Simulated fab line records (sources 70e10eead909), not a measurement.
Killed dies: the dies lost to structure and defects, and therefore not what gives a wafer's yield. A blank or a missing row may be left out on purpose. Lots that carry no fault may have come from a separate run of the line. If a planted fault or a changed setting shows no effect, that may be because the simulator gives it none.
The tool behind it: which one? -- flow nand-harc -- 12 lots with 36 wafers sampled at 6 steps, on a route of 1302 steps

== WHAT THE GAUGES SHOWED, per wafer ==
NHARC_A_SOURCE_PLATE_THK_MEAS_09: measures by ellipsometry. Usual: thk-nm 9.8 nm, standard deviation 1.2.
lot,measured,on,thk-nm (nm),flag
L425,day 7 02:02,film-metro-01,10.2 11.2 10.1,
L426,day 7 15:38,film-metro-02,8.2 11.1 11.2,
L427,day 7 20:22,film-metro-02,9.7 9.6 8.0,
L433,day 10 14:45,film-metro-01,10.3 11.1 8.9,
L435,day 11 13:57,film-metro-02,8.1 10.0 10.3,
L440,day 13 04:10,film-metro-02,11.3 8.9 8.8,
L442,day 14 09:01,film-metro-01,7.1 10.0 10.1,
L443,day 14 18:17,film-metro-01,8.3 10.7 7.7,
L444,day 15 03:45,film-metro-02,10.9 10.5 10.4,
L445,day 15 13:33,film-metro-02,7.5 8.5 9.0,
L447,day 16 13:11,film-metro-02,9.2 11.2 10.0,
L448,day 16 13:11,film-metro-01,10.7 9.1 9.9,

NHARC_A_ONON_D1_THK_MEAS_05: measures by ellipsometry. Usual: thk-nm 998 nm, standard deviation 9.4.
lot,measured,on,thk-nm (nm),flag
L425,day 7 18:11,film-metro-01,1008 1008 1009,
L426,day 8 05:19,film-metro-01,999 1001 999,
L427,day 8 12:59,film-metro-01,1004 1003 1003,
L433,day 11 05:49,film-metro-02,622 622 624 623 623 623,OFF
L435,day 12 04:20,film-metro-02,647 649 647 650 647 650,OFF
L440,day 13 17:56,film-metro-02,980 980 980,
L442,day 14 23:12,film-metro-01,1001 1002 1000,
L443,day 15 08:08,film-metro-02,997 1000 996,
L444,day 15 17:53,film-metro-01,1001 1000 999,
L445,day 16 05:32,film-metro-01,1008 1009 1010,
L447,day 17 05:30,film-metro-01,1004 1004 1004,
L448,day 17 05:30,film-metro-02,991 992 991,

NHARC_END_SORT_01. Usual: killed-at-array 56, standard deviation 19; killed-at-other 0.8, standard deviation 1.1; killed-at-periphery 3.4, standard deviation 2.5; killed-dies 60, standard deviation 19; killed-open 2.9, standard deviation 1.7; killed-short 2.4, standard deviation 1.6.
lot,measured,on,killed-at-array,killed-at-other,killed-at-periphery,killed-dies,killed-open,killed-short,flag
L433,day 28 01:08,prober-02,674 675 672,0 0 0,3 2 5,677 677 677,4 2 5,2 1 3,OFF
L435,day 28 11:56,prober-01,674 676 675,0 0 0,3 1 2,677 677 677,2 0 3,0 4 0,OFF

== WHAT TOOL EACH LOT RAN ON (gives the tool, then ch and the chambers of the sampled wafers, and finally the start) ==
lot,NHARC_P_BONDPAD_ANNEAL_28,NHARC_A_ZERO_WELL_ETCH_19,NHARC_A_ONON_D1_DEP_03
L425,"rtp-anneal-02 ch 0, day 6 15:30","rie-diel-02 ch 1,3, day 6 17:58","pecvd-onon-01 ch 0, day 7 17:40"
L426,"rtp-anneal-02 ch 0, day 7 04:22","rie-diel-13 ch 1,2,3, day 7 06:33","pecvd-onon-02 ch 0, day 8 04:58"
L427,"rtp-anneal-02 ch 0, day 7 09:35","rie-diel-03 ch 2,3, day 7 11:48","pecvd-onon-02 ch 0, day 8 12:35"
L433,"rtp-anneal-01 ch 0, day 10 01:36","rie-diel-03 ch 0,1,3, day 10 04:02","pecvd-onon-02 ch 0, day 11 05:19"
L435,"rtp-anneal-01 ch 0, day 11 03:41","rie-diel-03 ch 0,2,3, day 11 05:59","pecvd-onon-02 ch 0, day 12 03:53"
L440,"rtp-anneal-02 ch 0, day 12 17:16","rie-diel-13 ch 0,2,3, day 12 19:40","pecvd-onon-03 ch 0, day 13 17:29"
L442,"rtp-anneal-02 ch 0, day 13 21:49","rie-diel-13 ch 0,1,2, day 14 00:28","pecvd-onon-02 ch 0, day 14 22:44"
L443,"rtp-anneal-01 ch 0, day 14 07:50","rie-diel-03 ch 0,1,2, day 14 10:17","pecvd-onon-03 ch 0, day 15 07:37"
L444,"rtp-anneal-01 ch 0, day 14 16:49","rie-diel-13 ch 2,3, day 14 19:17","pecvd-onon-01 ch 0, day 15 17:23"
L445,"rtp-anneal-02 ch 0, day 15 03:22","rie-diel-13 ch 0,2,3, day 15 05:34","pecvd-onon-02 ch 0, day 16 05:08"
L447,"rtp-anneal-02 ch 0, day 16 02:17","rie-diel-13 ch 0,1,3, day 16 04:40","pecvd-onon-03 ch 0, day 17 05:03"
L448,"rtp-anneal-01 ch 0, day 16 05:25","rie-diel-13 ch 0,1, day 16 07:41","pecvd-onon-01 ch 0, day 17 05:10"
- NHARC_P_BONDPAD_ANNEAL_28: time 90 s.
- NHARC_A_ZERO_WELL_ETCH_19: etches the open film in N2/H2, target depth 80 nm, overetch 24 nm, time 87.88 s.
- NHARC_A_ONON_D1_DEP_03: target thk 1000 nm.

== WHAT THE TOOLS THEMSELVES READ (means of the sampled wafers that have a number; where no wafer has one, the mark that the record gives instead) ==
NHARC_P_BONDPAD_ANNEAL_28. Usual: anneal-temp-c 224.99 C, standard deviation 0.16; wafer_temp_C_max 226.4, standard deviation 0.44.
lot,tool,anneal-temp-c (C),wafer_temp_C_max,flag
L425,rtp-anneal-02,225.07,226.2,
L426,rtp-anneal-02,225.06,226.2,
L427,rtp-anneal-02,224.94,225.7,
L433,rtp-anneal-01,224.83,226.4,
L435,rtp-anneal-01,225.13,226.6,
L440,rtp-anneal-02,224.80,226.1,
L442,rtp-anneal-02,224.79,226.4,
L443,rtp-anneal-01,225.00,226.9,
L444,rtp-anneal-01,225.18,226.7,
L445,rtp-anneal-02,224.99,226.2,
L447,rtp-anneal-02,224.92,226.0,
L448,rtp-anneal-01,225.12,226.4,

NHARC_A_ZERO_WELL_ETCH_19. Usual: drypump-motor-current-A 5.6 A, standard deviation 0.37; oes-product-au 1.002 a.u., standard deviation 0.008; rf-fwd-power-W 397.7 W, standard deviation 1.4; rf-vpp-V 430.3 V, standard deviation 2.2; showerhead-plenum-p-Torr 2.03 Torr, standard deviation 0.069; throttle-valve-pct 14.172 %, standard deviation 0.009.
lot,tool,drypump-motor-current-A (A),oes-product-au (a.u.),rf-fwd-power-W (W),rf-vpp-V (V),showerhead-plenum-p-Torr (Torr),throttle-valve-pct (%),flag
L425,rie-diel-02,5.4,0.993,396.3,432.5,2.09,14.171,
L426,rie-diel-13,5.6,0.996,396.6,430.5,2.03,14.178,
L427,rie-diel-03,5.6,1.000,397.7,431.0,2.03,14.174,
L433,rie-diel-03,5.4,1.013,398.3,430.7,2.03,14.164,
L435,rie-diel-03,5.7,1.004,398.5,429.7,2.02,14.172,
L440,rie-diel-13,5.5,1.001,399.0,429.2,2.00,14.165,
L442,rie-diel-13,5.6,1.013,396.6,431.8,2.07,14.181,
L443,rie-diel-03,5.8,0.995,396.8,429.6,2.00,14.171,
L444,rie-diel-13,5.5,1.002,398.6,428.7,1.96,14.166,
L445,rie-diel-13,5.5,1.003,397.4,428.2,1.99,14.170,
L447,rie-diel-13,5.8,0.998,398.8,430.4,2.03,14.173,
L448,rie-diel-13,6.0,1.004,397.6,432.7,2.10,14.176,

NHARC_A_ONON_D1_DEP_03. Usual: n2o-flow-sccm 2000 sccm, standard deviation 6.
lot,tool,n2o-flow-sccm (sccm),flag
L425,pecvd-onon-01,2000,
L426,pecvd-onon-02,1999,
L427,pecvd-onon-02,1995,
L433,pecvd-onon-02,1995,
L435,pecvd-onon-02,2004,
L440,pecvd-onon-03,2001,
L442,pecvd-onon-02,1998,
L443,pecvd-onon-03,1987,
L444,pecvd-onon-01,1998,
L445,pecvd-onon-02,2000,
L447,pecvd-onon-03,1993,
L448,pecvd-onon-01,2002,

== THE ANSWER, worked out from the rows above alone ==
Rule: lot off if the mean of its wafers having a number is beyond 3 standard deviations from the usual mean. Also off: a lot with no number at a reading for which 4 or more lots have one. Where the step has rows for the other lots, those lots are counted as sound. After the gauges, taken in route order, come the tools' own readings; for these a lot's mean is taken, as printed above. At the first step where some lot is off, the reading lying furthest off is the one used; lots without a number count as furthest.
Off: L433, L435, at NHARC_A_ONON_D1_THK_MEAS_05 (thk-nm).
A tool fits if, at a process step before that reading, it ran every lot that is off, and no sound lot after the first of them. Not tried: the gauges at NHARC_A_ONON_D1_THK_MEAS_05; whatever is off there is also off at NHARC_END_SORT_01, on other tools, and gauge error can't account for it. Of those tried, none fits.

== WHAT THE SIMULATOR PUT IN ==
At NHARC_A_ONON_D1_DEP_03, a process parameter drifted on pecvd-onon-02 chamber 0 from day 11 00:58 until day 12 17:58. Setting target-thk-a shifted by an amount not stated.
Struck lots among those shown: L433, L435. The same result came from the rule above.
